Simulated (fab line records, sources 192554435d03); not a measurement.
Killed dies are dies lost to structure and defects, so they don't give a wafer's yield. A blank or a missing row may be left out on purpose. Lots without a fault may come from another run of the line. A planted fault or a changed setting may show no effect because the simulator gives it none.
fab line records | flow n5_finfet
record lots=6 wafers=16 last_day=17
route steps=1938 shown BEOL_M14@1753
lots that met no fault: from a run of the same line without faults
start_h: hours from the record's first day to the start of the lot's first wafer shown | wait_h: hours since the lot's step before | " the same as in the row above | L1.1+2: a row that stands for several wafers | - no value, or no start given | * or withheld: withheld | < > ~ a bound
route shown NAME@n: a module of which the file shows steps, and the number in the route of the first | usual: mean/standard deviation of fault-free wafers | same: alike in all rows | chamber/n: place in a boat | sites: the reading at each site | _std_site: their standard deviation | _edge_site: outer sites' mean less inner sites' | radius_mm: how far each site lies from the wafer's centre | mask NAME#n: copy n | behind: the tool/chamber that last shaped the wafer | hold: why the lot was held/for how many hours/how that ended | device: the transistor (n, p or np) that didn't switch | end of line: the same wafers' tests at the end of the route | a step without rows: its recipe alone | killed: dies lost to structure and defects at the first sort, not the wafer's yield | map: a wafer's dies, x killed, . not, _ none there
set.NAME: the setting as run; set.NAME@STEP: as run at that earlier step | model.NAME: the simulator's own value behind a step, which no gauge read
lots at some steps of the route; a table a step, a row a wafer
services: from which hour (start_h, from the record's first day; less than 0 if before it) a tool's chamber was out of use, for how many hours, and why
## steps
# step N5_BEOL_M14_TRENCH_ETCH_34
# recipe chemistry=C4F8/O2/Ar target=SiO2 target_depth_a=5566.5 mask_material=SOC he_inner_torr=15 he_outer_torr=30 time_s=126.9 ion_energy_ev=800 pressure_mtorr=20 source_w=1905 bias_w=2040 Ar_flow_sccm=400 C4F8_flow_sccm=16 O2_flow_sccm=12
# step N5_BEOL_M14_STRIP_70
# recipe chemistry=C4F8/O2/Ar resist=SiARC rf_frequency_hz=6e+07
# step N5_BEOL_M14_OCD_MEAS_35
# usual trench_depth_nm=551/8.1
# columns lot.wafer tool chamber start_h wait_h trench_depth_nm
L625.1 ocd-02 - 251.98 0.0 553
L625.2 " - " " 545
L625.6 " - " " 554
L627.3 ocd-01 - 279.40 0.0 552
L627.4 " - " " 556
L627.6 " - " " 555
L633.1 ocd-01 - 325.73 0.0 561
L633.3 " - " " 567
L636.5 ocd-01 - 326.22 0.0 546
L636.6 " - " " 546
L641.2 ocd-01 - 354.82 0.0 547
L641.3 " - " " 538
L641.4 " - " " 549
L644.1 ocd-01 - 385.66 0.0 548
L644.4 " - " " 541
L644.6 " - " " 549
# step N5_BEOL_M14_STRIP_37
# recipe chemistry=O2 power_w=600 temp_c=60 pressure_mtorr=30 rf_frequency_hz=6e+07 bias_power_w=0 overash_fraction=0.3 o2_flow_sccm=225
# step N5_BEOL_M14_ETCH_38
# recipe chemistry=CF4/N2 target=SiCN target_depth_a=1065 taper_deg=2 time_s=120.6 ion_energy_ev=150 mask_material=SiO2 pressure_mtorr=40 source_w=430 bias_w=70 Ar_flow_sccm=100 cf4_flow_sccm=60 n2_flow_sccm=60
# usual drypump_motor_current_A=6.0/0.56 oes_product_au=0.79/0.079 rf_vpp_V=382.6/1.7 showerhead_plenum_p_Torr=2.22/0.064 throttle_valve_pct=15.51/0.27
# columns lot.wafer tool chamber start_h wait_h drypump_motor_current_A oes_product_au rf_hours_counter_h rf_vpp_V showerhead_plenum_p_Torr throttle_valve_pct
L625.1 rie_diel-01 0 - - 5.4 0.84 78 382.6 2.24 15.73
L625.2 " 2 " " 6.6 0.69 220 382.5 2.18 15.54
L625.6 " 3 " " 5.1 0.70 - 379.7 2.09 15.59
L627.3 rie_diel-01 0 - - 5.5 0.84 88 382.3 2.23 15.74
L627.4 " 2 " " 6.6 0.68 - 382.0 2.18 15.56
L627.6 " 1 " " 6.6 0.82 - 383.3 2.23 15.75
L633.1 rie_diel-01 1 - - 6.6 0.81 112 382.5 2.23 15.79
L633.3 " 2 " " 6.6 0.67 248 381.4 2.18 15.57
L636.5 rie_diel-05 1 - - 6.3 0.86 - 384.9 2.25 15.18
L636.6 " 0 " " 5.6 0.77 - 380.7 2.12 15.38
L641.2 rie_diel-04 3 - - 5.7 0.95 8 384.2 2.26 14.91
L641.3 " 2 " " 5.7 0.83 62 382.3 2.24 15.02
L641.4 " 0 " " 6.6 0.89 40 386.2 2.33 14.95
L644.1 rie_diel-01 0 - - 5.5 0.80 127 383.0 2.22 15.83
L644.4 " 1 " " 6.6 0.80 132 382.7 2.22 15.82
L644.6 " 3 " " 5.1 0.90 - 385.7 2.34 15.14
# step N5_BEOL_M14_PRECLEAN_39
# recipe chemistry=residue_remover time_s=60 temp_c=40
# step N5_BEOL_M14_SRD_40
# recipe time_s=30 temp_c=23 rinse_liquid=diw dry=n2_spin spin_rpm=1500 dry_time_s=30
# step N5_BEOL_M14_DEGAS_41
# recipe ambient=vacuum temp_c=300 time_s=60
# usual heater_power_w=461/54
# columns lot.wafer tool chamber start_h wait_h heater_power_w
L625.1 pvd_sputter-01 - 253.02 0.1 466
L625.2 " - " " 442
L625.6 " - " " 553
L627.3 pvd_sputter-03 - 281.16 0.3 478
L627.4 " - " " 465
L627.6 " - " " 483
L633.1 pvd_sputter-02 - 328.56 0.1 449
L633.3 " - " " 438
L636.5 pvd_sputter-01 - 328.75 0.3 540
L636.6 " - " " 504
L641.2 pvd_sputter-02 - 356.04 0.2 436
L641.3 " - " " 447
L641.4 " - " " 440
L644.1 pvd_sputter-02 - 386.02 0.1 435
L644.4 " - " " 459
L644.6 " - " " 431
# step N5_BEOL_M14_PRE_CLEAN_42
# recipe gas=H2/He time_s=30 temp_c=300
# usual heater_power_w=460/55
# columns lot.wafer tool chamber start_h wait_h heater_power_w
L625.1 pvd_sputter-01 - 253.06 0.0 446
L625.2 " - " " 429
L625.6 " - " " 554
L627.3 pvd_sputter-03 - 281.20 0.0 475
L627.4 " - " " 476
L627.6 " - " " 482
L633.1 pvd_sputter-02 - 328.60 0.0 447
L633.3 " - " " 444
L636.5 pvd_sputter-01 - 328.79 0.0 544
L636.6 " - " " 506
L641.2 pvd_sputter-02 - 356.08 0.0 423
L641.3 " - " " 440
L641.4 " - " " 455
L644.1 pvd_sputter-02 - 386.06 0.0 440
L644.4 " - " " 452
L644.6 " - " " 433
# step N5_BEOL_M14_SPUTTER_43
# recipe material=TaN target_thk_a=150 temp_c=50 bias_v=168.6 power_w=15000 chamber_pressure_pa=0.12 time_s=24.19
# step N5_BEOL_M14_SPUTTER_44
# recipe material=Ta target_thk_a=150 temp_c=50 bias_v=80 power_w=15000 chamber_pressure_pa=0.07 time_s=24.19
# usual throttle_valve_pct=29.7/1.4
# columns lot.wafer tool chamber start_h wait_h throttle_valve_pct
L625.1 pvd_sputter-01 - 253.18 0.0 27.5
L625.2 " - " " 26.7
L625.6 " - " " 29.8
L627.3 pvd_sputter-03 - 281.32 0.0 31.2
L627.4 " - " " 29.2
L627.6 " - " " 31.0
L633.1 pvd_sputter-02 - 328.72 0.0 29.3
L633.3 " - " " 31.1
L636.5 pvd_sputter-01 - 328.93 0.0 29.7
L636.6 " - " " 30.5
L641.2 pvd_sputter-02 - 356.20 0.0 31.2
L641.3 " - " " 29.4
L641.4 " - " " 29.3
L644.1 pvd_sputter-02 - 386.18 0.0 29.5
L644.4 " - " " 29.5
L644.6 " - " " 31.0
# step N5_BEOL_M14_SPUTTER_45
# recipe material=Cu target_thk_a=1000 temp_c=-20 bias_v=60 power_w=26000 chamber_pressure_pa=0.13 time_s=16.67
# step N5_BEOL_M14_ECD_47
# recipe material=Cu target_thk_a=12480
# columns lot.wafer tool chamber start_h wait_h model.Cu_of_BEOL_M14_ECD_47.thk_nm
L625.1 ecd_cu-01 0 253.38 0.1 1263
L625.2 " 1 " " 1252
L625.6 " 0 " " 1247
L627.3 ecd_cu-02 1 281.57 0.1 1243
L627.4 " 0 " " 1260
L627.6 " 0 " " 1262
L633.1 ecd_cu-02 0 328.92 0.1 1252
L633.3 " 0 " " 960.6
L636.5 ecd_cu-02 1 329.20 0.1 973.6
L636.6 " 0 " " 1234
L641.2 ecd_cu-01 0 356.39 0.1 1236
L641.3 " 0 " " 1238
L641.4 " 1 " " 1254
L644.1 ecd_cu-01 1 386.37 0.1 1247
L644.4 " 1 " " 1260
L644.6 " 0 " " 1263
# step N5_BEOL_M14_ANNEAL_48
# recipe temp_c=225 time_s=90 ambient=N2
# usual wafer_temp_C_max=225.74/0.27
# columns lot.wafer tool chamber start_h wait_h wafer_temp_C_max
L625.1 rtp_anneal-01 0 253.57 0.1 225.69
L625.2 " 0 " " 225.62
L625.6 " 0 " " 225.62
L627.3 rtp_anneal-01 0 283.17 1.5 225.58
L627.4 " 0 " " 225.49
L627.6 " 0 " " 225.28
L633.1 rtp_anneal-02 0 329.11 0.1 225.64
L633.3 " 0 " " 225.56
L636.5 rtp_anneal-02 0 329.56 0.3 225.86
L636.6 " 0 " " 226.21
L641.2 rtp_anneal-01 0 356.63 0.2 225.30
L641.3 " 0 " " 225.99
L641.4 " 0 " " 225.47
L644.1 rtp_anneal-01 0 386.57 0.1 225.48
L644.4 " 0 " " 225.54
L644.6 " 0 " " 225.36
# step N5_BEOL_M14_CMP_49
# recipe stop_on=SiO2 t_overpolish_s=5.2 down_force_psi=2 platen_rpm=80 clearing_platen_down_force_psi=2 clearing_platen_rpm=80 post_cmp_clean=cu_alkaline target_thk_nm=560 clearing_platen_pad_velocity_m_s=1.5917 pad_velocity_m_s=1.5917
# usual clearing_platen_down_force_psi=2.000/0.0039 motor_current_A=8.4/1 pad_life_wafers=884/590 time_to_endpoint_s=121/3.6
# columns lot.wafer tool chamber start_h wait_h clearing_platen_down_force_psi motor_current_A pad_life_wafers time_to_endpoint_s
L625.2 cmp-01 3 253.90 0.2 1.999 7.7 175 119
L625.1 " 0 " " 1.999 8.9 176 120
L625.6 " 2 " " 1.996 8.9 - 118
L627.4 cmp-04 1 283.56 0.2 1.995 8.1 1902 129
L627.3 " 0 " " 1.995 7.2 1905 127
L627.6 " 2 " " 1.996 7.9 - 130
L633.3 cmp-04 2 329.48 0.2 2.001 8.5 206 90
L633.1 " 3 " " 1.999 8.6 207 124
L636.6 cmp-04 3 330.24 0.6 2.007 8.5 - 121
L636.5 " 0 " " 2.003 6.6 - 95
L641.2 cmp-04 0 356.88 0.2 2.004 6.5 504 118
L641.4 " 2 " " 2.004 8.2 506 120
L641.3 " 3 " " 2.001 8.9 507 120
L644.4 cmp-01 2 386.87 0.1 1.999 8.8 1002 122
L644.1 " 0 " " 1.998 9.0 1004 123
L644.6 " 2 " " 1.994 8.4 - 125
# step N5_BEOL_M14_THK_MEAS_50
# recipe thk_meas_gauge=xrf reads=Cu_of_BEOL_M14_ECD_47
# usual M14_THK=551/8.9
# columns lot.wafer tool chamber start_h wait_h M14_THK[nm]
L625.1 film_metro-01 - 254.16 - 560
L625.2 " - " " 552
L625.6 " - " " 557
L627.3 film_metro-01 - 283.85 - 551
L627.4 " - " " 559
L627.6 " - " " 557
L633.1 film_metro-02 - 329.70 - 564
L633.3 " - " " 569
L636.5 film_metro-01 - 330.38 - 545
L636.6 " - " " 547
L641.2 film_metro-02 - 357.18 - 546
L641.3 " - " " 534
L641.4 " - " " 547
L644.1 film_metro-02 - 387.16 - 551
L644.4 " - " " 543
L644.6 " - " " 550
## services
# columns tool chamber start_h hours kind
rie_diel-01 2 240.16 6.1 repair
ecd_cu-01 - 250.82 1.4 repair
cmp-01 - 250.96 2.1 repair
ecd_cu-02 - 257.23 3.9 repair
cmp-04 - 260.31 1.5 repair
rie_diel-04 1 265.61 2.8 repair
rie_diel-04 1 270.86 4.3 repair
rie_diel-01 3 279.36 - clean
rie_diel-04 3 283.85 4.2 repair
rie_diel-01 1 284.52 2.1 repair
cmp-01 - 284.67 1.1 repair
rie_diel-04 2 298.45 3.9 repair
rie_diel-01 3 303.05 3.8 repair
ecd_cu-01 - 303.38 4.1 pm
ecd_cu-02 - 303.58 0.6 repair
cmp-04 - 305.17 4.0 pm
cmp-01 - 321.16 13.0 pm
pvd_sputter-03 - 335.59 1.7 repair
cmp-01 - 341.23 9.6 repair
cmp-01 - 353.04 0.5 repair
cmp-01 - 353.54 3.4 pm
ecd_cu-02 - 353.91 4.6 pm
cmp-04 - 369.55 4.7 pm
cmp-01 - 373.05 8.8 repair
## key
first_sign step=N5_BEOL_M14_CMP_49 reading=time_to_endpoint_s direction=down sigmas=8 usual=* struck=*
effect none on later readings
model_effect step=N5_BEOL_M14_ECD_47 value=Cu_of_BEOL_M14_ECD_47.thk_nm without=1246 struck=967.1
met_at N5_BEOL_M14_ECD_47
struck_wafers L633.3,L636.5
onset_between 281.57 328.92
fault kind=process_parameter_drift tool=ecd_cu-02 chamber=- onset_h=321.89 steps=N5_BEOL_M14_ECD_47 channel=target_thk_a offset=* shape=step end_h=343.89 scope=struck_wafers_only acts_in=* stated=*
